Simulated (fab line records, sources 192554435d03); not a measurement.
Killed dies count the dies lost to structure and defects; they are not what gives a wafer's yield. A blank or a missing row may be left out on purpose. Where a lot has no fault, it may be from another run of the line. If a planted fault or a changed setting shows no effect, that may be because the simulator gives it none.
Chamber matching | flow n5-finfet | N5_GATE_CUT_CMP_02 on cmp-02: 4 sister chambers
The step polishes, stops on SiO2, t overpolish 12.7 s, target thk 0 nm. 16 wafers are shown with their chamber, then 8 later ones without.

## WAFERS, EACH WITH ITS CHAMBER
wafer  | chamber | motor-current-A (A) | overpolish-run-s (s) | time-to-endpoint-s (s)
L074.2 | 3       | 9.5                 | 12.706               | 23.3
L074.3 | 2       | 8.7                 | 12.705               | 21.3
L074.6 | 3       | 9.5                 | 12.697               | 24.2
L075.1 | 0       | 9.3                 | 12.701               | 23.2
L075.3 | 3       | 9.0                 | 12.695               | 22.8
L075.5 | 1       | 7.5                 | 12.697               | 22.6
L078.2 | 2       | 8.1                 | 12.697               | 23.7
L078.3 | 3       | 9.3                 | 12.691               | 25.1
L078.6 | 0       | 8.8                 | 12.703               | 23.5
L082.1 | 3       | 9.1                 | 12.695               | 25.4
L082.2 | 1       | 8.0                 | 12.718               | 23.2
L082.4 | 2       | 8.7                 | 12.705               | 21.7
L083.1 | 1       | 8.1                 | 12.714               | 28.4
L083.3 | 3       | 9.4                 | 12.682               | 24.5
L083.5 | 2       | 9.1                 | 12.692               | 21.8
L085.3 | 3       | 9.8                 | 12.682               | 25.3

SIGNATURES (means of the wafers above)
reading            | chamber 0 | chamber 1 | chamber 2 | chamber 3 | scatter within a chamber
motor-current-A    | 9.050     | 7.867     | 8.650     | 9.371     | 0.326
overpolish-run-s   | 12.70200  | 12.70967  | 12.69975  | 12.69257  | 0.00822
time-to-endpoint-s | 23.350    | 24.733    | 22.125    | 24.371    | 1.58
Rule: for each reading, subtract the chamber's mean from the wafer's reading, divide by that reading's scatter and square the result; add these up over the readings and take the root, which gives the wafer's distance from the chamber. If the next closest chamber is less than 2 further off than the closest, the wafer can't be placed; otherwise it belongs to the closest. The scatter is the square root of a quotient: the sum, over the shown wafers, of each reading's squared deviation from its chamber's mean, divided by wafers minus chambers.

## WAFERS WITHOUT THEIR CHAMBER
wafer  | motor-current-A (A) | overpolish-run-s (s) | time-to-endpoint-s (s)
L085.5 | 8.3                 | 12.691               | 25.6
L085.6 | 9.1                 | 12.674               | 24.5
L095.1 | 9.3                 | 12.710               | 23.9
L095.3 | 8.9                 | 12.689               | 25.8
L095.6 | 8.7                 | 12.706               | 22.5
L097.1 | 8.4                 | 12.707               | 24.2
L097.3 | 8.4                 | 12.698               | 20.7
L097.6 | 8.5                 | 12.704               | 24.2

## EACH ONE'S CHAMBER
wafer  | from the rows above               | in truth
L085.5 | can't be placed: 2 or 1 or 0 or 3 | 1
L085.6 | can't be placed: 3 or 0 or 2      | 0
L095.1 | can't be placed: 0 or 3 or 2      | 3
L095.3 | can't be placed: 3 or 0 or 2      | 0
L095.6 | can't be placed: 2 or 0           | 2
L097.1 | can't be placed: 1 or 2 or 0 or 3 | 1
L097.3 | can't be placed: 2 or 0           | 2
L097.6 | can't be placed: 2 or 0 or 1 or 3 | 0
Correct placement for 0 of the 8. Unplaceable from these rows: 8, with the true chamber sitting among the candidates in 8. Number placed wrongly: 0.
